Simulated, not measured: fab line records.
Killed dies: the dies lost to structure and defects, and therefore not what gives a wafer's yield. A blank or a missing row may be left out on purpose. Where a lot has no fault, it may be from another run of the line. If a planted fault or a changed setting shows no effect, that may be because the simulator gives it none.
Split-lot trial | flow n5 finfet | 21 wafers read across 7 lots, on a route 1938 steps long

== SPLIT DETAILS ==
At N5_BEOL_M1_EXPOSE_25 (exposes mask V0, defocus 5 nm, target cd 24 nm), the setting dose mj was moved away from the recipe's 63 on 8 of the 21 wafers read, by -4.9% to +4.7%. For the rest of the wafers, this setting stayed at what the recipe calls for.

== FROM THE SPLIT TO THE READING: what the file shows between them, 2 steps ==
- N5_BEOL_M1_PEB_26: peb time 60 s
- N5_BEOL_M1_DEVELOP_27: develop time 30 s

== THE READING ==
cd nm, in nm, at N5_BEOL_M1_CD_MEAS_28 (target cd y 23.3 nm). Typical for fault-free wafers on this fab line: 24.06 nm, with standard deviation 0.27 nm.

wafer  | tool, chamber at the split | dose mj as run | against the recipe | cd nm, nm | against lot-mates on the recipe
L075.1 | euv scanner-02, 0          | 59.92          | -4.9%              | 22.75     | -1.44
L075.2 | euv scanner-02, 0          | 63             | recipe             | 24.39     | -
L075.4 | euv scanner-02, 0          | 63             | recipe             | 23.99     | -
L086.2 | euv scanner-02, 0          | 63             | recipe             | 24.48     | -
L086.3 | euv scanner-02, 0          | 63             | recipe             | 23.91     | -
L086.4 | euv scanner-02, 0          | 63             | recipe             | 24.08     | -
L087.2 | euv scanner-01, 0          | 63             | recipe             | 24.25     | -
L087.4 | euv scanner-01, 0          | 65.64          | +4.2%              | 24.93     | +0.68
L087.5 | euv scanner-01, 0          | 65.64          | +4.2%              | 25.12     | +0.87
L090.1 | euv scanner-02, 0          | 63             | recipe             | 24.10     | -
L090.3 | euv scanner-02, 0          | 60.74          | -3.6%              | 23.44     | -0.75
L090.4 | euv scanner-02, 0          | 63             | recipe             | 24.27     | -
L092.2 | euv scanner-01, 0          | 60.69          | -3.7%              | 23.07     | -0.74
L092.3 | euv scanner-01, 0          | 60.69          | -3.7%              | 23.18     | -0.63
L092.5 | euv scanner-01, 0          | 63             | recipe             | 23.81     | -
L091.1 | euv scanner-01, 0          | 63             | recipe             | 23.89     | -
L091.3 | euv scanner-01, 0          | 65.03          | +3.2%              | 24.47     | +0.60
L091.5 | euv scanner-01, 0          | 63             | recipe             | 23.84     | -
L093.1 | euv scanner-01, 0          | 63             | recipe             | 23.94     | -
L093.4 | euv scanner-01, 0          | 63             | recipe             | 23.67     | -
L093.5 | euv scanner-01, 0          | 65.98          | +4.7%              | 25.16     | +1.36

FIT RESULTS
A straight line over all 21 wafers: cd nm changes by +0.229 nm for each +1% of dose mj; r = +0.94; the points scatter about the line by 0.22 nm.
The same after taking each lot's own level away (the mean of its wafers on the recipe; 21 wafers): +0.225 nm for each +1%; r = +0.96; scatter 0.18 nm.
According to that fit, moving dose mj by its largest amount changes the reading by 1.1 nm.
Measured against the standard deviation above, the lots' own levels, which go from 23.805 to 24.250 nm, span 1.6 times it.
The two slopes agree, so the slope changes little with the lot-to-lot level.
Check: with one of the wafers moved furthest among these (-4.9%) left out of the fit, the line predicts -1.01 nm for it against its lot-mates. Against them it came out at -1.44 nm.

== THESE WAFERS: OTHER SPLITS ==
Before the reading, these wafers also passed through other splits. Each is held against what the fit with the lots' levels taken away leaves over:
other split on the same wafers          | wafers away from the commonest value | r with cd nm (lot level and that fit taken away)
N5_GATE_CUT_ETCH_36 cf4 flow sccm       | 9                                    | -0.32
N5_MOL_CONTACT_COAG_ETCHBACK_135 time s | 7                                    | +0.43
N5_MOL_CONTACT_COAG_COAT_64 spin rpm    | 4                                    | -0.31
N5_BEOL_M0_SAQP_PEB_12 peb time s       | 4                                    | -0.24
N5_BEOL_M0_ETCH_109 bias w              | 3                                    | +0.06

== THE WHOLE CHAIN: every reading that the file lists as answering this split, in the file's order ==
step                   | what it does                                                       | reading                                                        | change (the file's fit)               | r (the file's)
N5_BEOL_M1_CD_MEAS_28  | target cd y 23.3 nm                                                | cd nm                                                          | +0.238 nm for each +1% of the setting | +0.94
N5_BEOL_M1_VIA_ETCH_34 | etches the open film in C4F6/O2, target depth 67.8 nm, time 64.4 s | BEOL_M1.cd nm (the simulator's own value, which no gauge read) | +0.238 nm for each +1% of the setting | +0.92

== FILE'S OWN FIT ==
cd nm changes by +0.238 nm for each +1% of dose mj, r = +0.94.
